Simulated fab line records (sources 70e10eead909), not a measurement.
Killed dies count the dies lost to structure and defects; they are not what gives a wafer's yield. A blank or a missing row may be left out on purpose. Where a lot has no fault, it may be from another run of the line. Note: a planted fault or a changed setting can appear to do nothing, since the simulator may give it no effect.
Chamber matching | flow nand-harc | NHARC_P_M2_DESCUM_14 on rie-diel-10: 4 sister chambers
The step chemistry O2, time 3 s. 14 wafers are shown with their chamber, then 7 later ones without.

WAFERS PAIRED WITH THEIR CHAMBERS
wafer  | chamber | drypump-motor-current-A (A) | oes-product-au (a.u.) | rf-vpp-V (V)
L076.2 | 1       | 6.2                         | 1.014                 | 57.6
L076.3 | 2       | 5.9                         | 0.991                 | 57.2
L076.4 | 0       | 5.4                         | 1.026                 | 59.1
L078.1 | 0       | 5.3                         | 1.025                 | 57.8
L078.3 | 3       | 5.9                         | 1.004                 | 57.8
L078.5 | 3       | 5.9                         | 0.995                 | 58.3
L082.3 | 0       | 5.3                         | 1.005                 | 58.9
L082.4 | 3       | 5.9                         | 1.003                 | 56.5
L082.5 | 2       | 5.9                         | 0.987                 | 57.4
L084.2 | 0       | 5.3                         | 1.001                 | 57.8
L084.3 | 2       | 5.9                         | 0.992                 | 56.5
L084.6 | 2       | 5.9                         | 0.980                 | 57.5
L089.3 | 3       | 5.9                         | 1.004                 | 57.5
L089.4 | 2       | 6.0                         | 0.979                 | 56.8

SIGNATURES, as means of the wafers listed above
reading                 | chamber 0 | chamber 1 | chamber 2 | chamber 3 | scatter within a chamber
drypump-motor-current-A | 5.325     | 6.200     | 5.920     | 5.900     | 0.0394
oes-product-au          | 1.01425   | 1.01400   | 0.98580   | 1.00150   | 0.00848
rf-vpp-V                | 58.400    | 57.600    | 57.080    | 57.525    | 0.624
Rule: distance of a wafer from a chamber = root of the sum over the readings of ((wafer's reading minus chamber's mean) / reading's scatter) squared. If the next closest chamber is less than 2 further off than the closest, the wafer can't be placed; otherwise it belongs to the closest. The scatter is the square root of a quotient: the sum, over the shown wafers, of each reading's squared deviation from its chamber's mean, divided by wafers minus chambers.

WAFERS MISSING THEIR CHAMBER
wafer  | drypump-motor-current-A (A) | oes-product-au (a.u.) | rf-vpp-V (V)
L089.5 | 6.0                         | 0.983                 | 59.4
L091.1 | 5.9                         | 0.991                 | 57.1
L091.3 | 5.9                         | 0.999                 | 57.3
L091.4 | 6.2                         | 0.998                 | 58.2
L097.1 | 5.9                         | 0.999                 | 55.6
L097.4 | 5.3                         | 1.013                 | 58.0
L097.5 | 6.2                         | 0.993                 | 58.4

EACH ONE'S CHAMBER
wafer  | from the rows above     | in truth
L089.5 | can't be placed: 2 or 3 | 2
L091.1 | can't be placed: 2 or 3 | 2
L091.3 | can't be placed: 3 or 2 | 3
L091.4 | 1                       | 1
L097.1 | can't be placed: 2 or 3 | 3
L097.4 | 0                       | 0
L097.5 | 1                       | 1
Placed correctly: 3 of 7. Can't be placed from these rows: 4 (the true chamber is among the candidates in 4). Wrongly placed: 0.
